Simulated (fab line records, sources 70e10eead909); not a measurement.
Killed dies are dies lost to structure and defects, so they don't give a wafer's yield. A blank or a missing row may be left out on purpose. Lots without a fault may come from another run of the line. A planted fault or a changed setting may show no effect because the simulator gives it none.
Which tool did it? | flow nand_harc | 12 lots, 36 wafers sampled, at 5 steps of a route of 1302

WHAT THE GAUGES READ, wafer by wafer
The record holds no reading of a measuring or inspecting step that can be judged against a usual standard deviation.

WHICH TOOL RAN EACH LOT (tool, then ch and the chambers of the sampled wafers, then the start)
lot  | NHARC_P_M1_PRE_CLEAN_32         | NHARC_P_M2_STRIP_18                | NHARC_P_M2_ECD_22              | NHARC_P_M2_CMP_23             | NHARC_P_M2_DEP_33
L850 | pecvd-03 ch 0,1,2, day 6 15:13  | rie_diel-05 ch 1,2,3, day 6 17:05  | ecd_cu-02 ch 0,1, day 6 18:08  | cmp-02 ch 1,2,3, day 6 18:50  | pecvd-02 ch 0,1,2, day 6 19:28
L851 | pecvd-03 ch 0,1, day 7 03:57    | rie_diel-03 ch 2,3, day 7 05:49    | ecd_cu-01 ch 0,1, day 7 06:52  | cmp-01 ch 0,1,3, day 7 07:37  | pecvd-02 ch 0,2, day 7 08:15
L857 | pecvd-03 ch 1,2, day 9 14:55    | rie_diel-05 ch 0,2,3, day 9 16:52  | ecd_cu-01 ch 0,1, day 9 17:51  | cmp-01 ch 0,2,3, day 9 18:36  | pecvd-01 ch 0,1,2, day 9 19:13
L862 | pecvd-03 ch 0,1, day 11 19:01   | rie_diel-05 ch 0,2, day 11 20:52   | ecd_cu-02 ch 0, day 11 21:59   | cmp-04 ch 0,3, day 11 22:42   | pecvd-01 ch 0,1,2, day 11 23:22
L863 | pecvd-03 ch 0,1,2, day 12 11:18 | rie_diel-05 ch 0,1,3, day 12 13:19 | ecd_cu-02 ch 0,1, day 12 14:20 | cmp-01 ch 1,2,3, day 12 15:04 | pecvd-01 ch 1,2, day 12 16:01
L864 | pecvd-01 ch 0,1,2, day 12 11:56 | rie_diel-05 ch 0,1, day 12 13:49   | ecd_cu-01 ch 0,1, day 12 14:55 | cmp-04 ch 0,2, day 12 15:32   | pecvd-03 ch 0,2, day 12 16:15
L865 | pecvd-01 ch 0,1,2, day 12 22:54 | rie_diel-05 ch 0,3, day 13 00:47   | ecd_cu-01 ch 0,1, day 13 01:49 | cmp-01 ch 2,3, day 13 02:32   | pecvd-03 ch 0,1,2, day 13 03:09
L866 | pecvd-02 ch 0,1, day 13 04:25   | rie_diel-04 ch 0,3, day 13 06:23   | ecd_cu-01 ch 0,1, day 13 07:35 | cmp-01 ch 0,1,3, day 13 08:13 | pecvd-01 ch 0,1, day 13 08:48
L868 | pecvd-03 ch 0,1,2, day 14 06:28 | rie_diel-04 ch 0,2, day 14 08:34   | ecd_cu-01 ch 0, day 14 09:34   | cmp-04 ch 0,1,2, day 14 10:18 | pecvd-02 ch 0,1, day 14 11:01
L869 | pecvd-01 ch 0,1, day 14 16:34   | rie_diel-04 ch 0,3, day 14 18:20   | ecd_cu-02 ch 0,1, day 14 19:18 | cmp-04 ch 0,2,3, day 14 20:05 | pecvd-02 ch 0,1, day 14 20:45
L871 | pecvd-03 ch 0,1,2, day 15 13:09 | rie_diel-04 ch 0,1, day 15 15:10   | ecd_cu-01 ch 1, day 15 16:13   | cmp-04 ch 1,2, day 15 17:13   | pecvd-01 ch 0,2, day 15 17:50
L872 | pecvd-03 ch 0,2, day 16 04:22   | rie_diel-04 ch 0,1, day 16 06:07   | ecd_cu-01 ch 0,1, day 16 07:05 | cmp-01 ch 0,1,2, day 16 07:54 | pecvd-02 ch 0, day 16 08:43
- NHARC_P_M1_PRE_CLEAN_32: time 12 s.
- NHARC_P_M2_STRIP_18: strips in N2/H2.
- NHARC_P_M2_ECD_22: material Cu, target thk 400 nm.
- NHARC_P_M2_CMP_23: polishes, t overpolish 20 s, target thk 144.3 nm.
- NHARC_P_M2_DEP_33: deposits SiCN, target thk 30 nm.

WHAT THE TOOLS THEMSELVES READ (means of the sampled wafers that have a number; where no wafer has one, the mark that the record gives instead)
NHARC_P_M1_PRE_CLEAN_32.
lot  | tool     | heater_power_w (W)
L850 | pecvd-03 | 614
L851 | pecvd-03 | 556
L857 | pecvd-03 | 635
L862 | pecvd-03 | 570
L863 | pecvd-03 | 602
L864 | pecvd-01 | 661
L865 | pecvd-01 | 638
L866 | pecvd-02 | 686
L868 | pecvd-03 | 599
L869 | pecvd-01 | 646
L871 | pecvd-03 | 581
L872 | pecvd-03 | 676

NHARC_P_M2_STRIP_18.
lot  | tool        | drypump_motor_current_A (A) | oes_product_au (a.u.) | rf_vpp_V (V) | showerhead_plenum_p_Torr (Torr) | throttle_valve_pct (%)
L850 | rie_diel-05 | 5.8                         | 1.014                 | 90.8         | 2.08                            | 14.167
L851 | rie_diel-03 | 5.4                         | 0.990                 | 89.5         | 1.96                            | 14.173
L857 | rie_diel-05 | 5.6                         | 1.013                 | 91.4         | 2.11                            | 14.179
L862 | rie_diel-05 | 5.1                         | 1.014                 | 90.6         | 2.05                            | 14.171
L863 | rie_diel-05 | 5.7                         | 1.005                 | 90.8         | 2.06                            | 14.162
L864 | rie_diel-05 | 5.5                         | 1.007                 | 90.1         | 1.97                            | 14.179
L865 | rie_diel-05 | 5.5                         | 1.007                 | 91.4         | 2.09                            | 14.172
L866 | rie_diel-04 | 5.8                         | 0.996                 | 90.7         | 2.03                            | 14.177
L868 | rie_diel-04 | 5.7                         | 0.992                 | 90.6         | 2.11                            | 14.172
L869 | rie_diel-04 | 5.8                         | 1.009                 | 89.9         | 2.00                            | 14.161
L871 | rie_diel-04 | 6.0                         | 0.999                 | 90.0         | 2.04                            | 14.174
L872 | rie_diel-04 | 6.2                         | 1.006                 | 90.8         | 2.10                            | 14.168

NHARC_P_M2_CMP_23.
lot  | tool   | motor_current_A (A) | retaining_ring_pressure_frac | time_to_endpoint_s (s)
L850 | cmp-02 | 12.7                | 1.005                        | 31
L851 | cmp-01 | 12.4                | 1.001                        | 28
L857 | cmp-01 | 12.3                | 1.000                        | 21
L862 | cmp-04 | 10.3                | 1.005                        | 28
L863 | cmp-01 | 11.9                | 0.997                        | 27
L864 | cmp-04 | 11.1                | 0.994                        | 31
L865 | cmp-01 | 11.8                | 0.996                        | 26
L866 | cmp-01 | 12.4                | 0.997                        | 32
L868 | cmp-04 | 11.9                | 1.000                        | 31
L869 | cmp-04 | 10.9                | 0.997                        | 29
L871 | cmp-04 | 12.1                | 1.000                        | 32
L872 | cmp-01 | 13.0                | 0.996                        | 31

NHARC_P_M2_DEP_33.
lot  | tool     | heater_power_w (W)
L850 | pecvd-02 | 625
L851 | pecvd-02 | 590
L857 | pecvd-01 | 588
L862 | pecvd-01 | 576
L863 | pecvd-01 | 616
L864 | pecvd-03 | 577
L865 | pecvd-03 | 531
L866 | pecvd-01 | 569
L868 | pecvd-02 | 724
L869 | pecvd-02 | 667
L871 | pecvd-01 | 611
L872 | pecvd-02 | 548

THE ANSWER, worked out from the rows above alone
Rule: what is usual is taken from the lots themselves. Put in order of their means at a reading, lots are off if they are a third of the lots or fewer, leave a main group of 4 or more, and stand apart from it by a gap of 3 or more times the standard deviation of the main group's means; of several such gaps the widest counts. A main group whose means are all the same, to the digits that the tables above print for the reading, isn't used. A lot without any number at a reading at which 4 lots or more have one is off too. The other lots that the step has rows for count as sound. The gauges are gone through in route order, then the tools' own readings, and for those a lot's mean is taken as printed above. The first step at which some lot is off is used, and at that step the reading that is off furthest; a lot without a number counts as furthest.
No lot is off at any reading shown: from this, nothing can be told.

WHAT THE SIMULATOR HAD PUT IN
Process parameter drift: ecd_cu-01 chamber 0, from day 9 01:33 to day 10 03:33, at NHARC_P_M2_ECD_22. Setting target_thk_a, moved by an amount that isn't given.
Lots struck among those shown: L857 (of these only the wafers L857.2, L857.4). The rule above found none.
